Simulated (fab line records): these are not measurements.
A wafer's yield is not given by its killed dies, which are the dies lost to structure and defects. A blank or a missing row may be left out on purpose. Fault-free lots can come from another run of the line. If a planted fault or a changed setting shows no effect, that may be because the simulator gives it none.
Comparing a struck lot with a sound one :: flow nandHarc :: 14 out of 1159 route steps
Sound: wafers L207.2, L207.4, L207.5. Struck: wafer L215.5 (left out: L215.3, L215.4 of the same lot, which were not struck); the cause appears at the end.
Order at every step that has rows: each side's tool, ch and its chambers, its first start. Under that, the readings that differ: sound wafers :: struck wafers :: difference of the means :: sigmas: that difference in standard deviations of wafers without a fault.
alike: a reading whose means differ by less than 2 such deviations, as well as words and numbers matching on both sides. not compared: withheld readings; readings where some wafer has no value; bounds like >300 that might hide an equal value; numbers whose values overlap and for which the record gives no deviation.
A row with sigmas, a row that says differs or no value, or rows on one side alone: a step with any of these is where the two part. Numbers that don't overlap but have no deviation are shown without sigmas and don't part them. A reading that every wafer of one side lacks parts them only if that side has two wafers or more.

NHARC_A_CHANNEL_FILL_D1_ALD_16: deposits SiO2, target thk 1.5 nm, pulse time 10 s, ald cycles 15.
  sound on aldHk-04 ch 0,1,2, day 9 20:03; struck on aldHk-03 ch 3, day 11 09:55
  alike: heaterPowerW, precursorPulseHeightRel
then, 3 steps without rows for these wafers: NHARC_A_CHANNEL_FILL_D1_ANNEAL_17 (time 1800 s); NHARC_A_CHANNEL_FILL_D1_CVD_18 (deposits poly-Si, target thk 3 nm); NHARC_A_CHANNEL_FILL_D1_ETCHBACK_19 (etches the open film in HBr/Cl2, target depth 5 nm, time 1.7 s).
NHARC_A_CHANNEL_FILL_D1_ETCHBACK_20: etches the open film in C4F8/O2/Ar, target depth 27 nm, time 13.5 s.
  sound on rieDiel-06 ch 0,2,3, day 10 11:51; struck on rieDiel-06 ch 0, day 11 21:49
  alike: chamberPressureMTorr, oesProductAu, rfVppV, runLengthS
  not compared: rfHoursCounterH
NHARC_A_CHANNEL_FILL_D1_STRIP_28: strips in O2, time 20 s.
  sound on rieDiel-06 ch 0,3, day 10 11:56; struck on rieDiel-06 ch 0, day 11 21:55
  alike: chamberPressureMTorr, drypumpMotorCurrentA, oesProductAu, rfVppV, showerheadPlenumPTorr, throttleValvePct
  not compared: rfHoursCounterH
then, 4 steps without rows for these wafers: NHARC_A_CHANNEL_FILL_D1_PRECLEAN_21 (cleans in dHF, time 30 s); NHARC_A_CHANNEL_FILL_D1_SRD_23; NHARC_A_CHANNEL_FILL_D1_CVD_05 (deposits poly-Si, target thk 5 nm); NHARC_A_CHANNEL_FILL_D1_ANNEAL_22 (time 7200 s).
NHARC_A_CHANNEL_FILL_D1_THK_MEAS_06: measures by ellipsometry.
  sound on filmMetro-02 at day 10 23:28; struck on filmMetro-01 at day 12 09:52
reading: thkNm (nm)
sound: 2.5 3.8 4.9
struck: 7.3
difference: +3.6
sigmas: +4
NHARC_A_CHANNEL_FILL_D1_ALD_25: deposits SiOx, target thk 60 nm, pulse time 10 s, ald cycles 600.
  sound on aldHk-03 ch 1,2, day 11 00:52; struck on aldHk-04 ch 0, day 12 17:58
  alike: heaterPowerW, precursorPulseHeightRel
NHARC_A_CHANNEL_FILL_D1_ETCHBACK_08: etches the open film in C4F8, target depth 220 nm, time 110 s.
  sound on rieDiel-09 ch 1,2,3, day 11 06:28; struck on rieDiel-06 ch 0, day 12 21:04
reading: runLengthS (s)
sound: 131.0 131.4 130.5
struck: 154.7
difference: +23.7
sigmas: +57
  alike: chamberPressureMTorr, oesProductAu, rfVppV
  not compared: rfHoursCounterH
NHARC_A_CHANNEL_FILL_D1_STRIP_29: strips in O2, time 20 s.
  sound on rieDiel-09 ch 1,2,3, day 11 06:37; struck on rieDiel-06 ch 1
reading: rfVppV (V)
sound: 58.0 57.4 58.1
struck: 55.6
difference: -2.2
sigmas: -2
  alike: chamberPressureMTorr, drypumpMotorCurrentA, oesProductAu, showerheadPlenumPTorr, throttleValvePct
  not compared: rfHoursCounterH

== WHERE THEY PART ==
At NHARC_A_CHANNEL_FILL_D1_THK_MEAS_06 first; at NHARC_A_CHANNEL_FILL_D1_STRIP_29 last (within this record only).

WHY: the cause the simulator had injected
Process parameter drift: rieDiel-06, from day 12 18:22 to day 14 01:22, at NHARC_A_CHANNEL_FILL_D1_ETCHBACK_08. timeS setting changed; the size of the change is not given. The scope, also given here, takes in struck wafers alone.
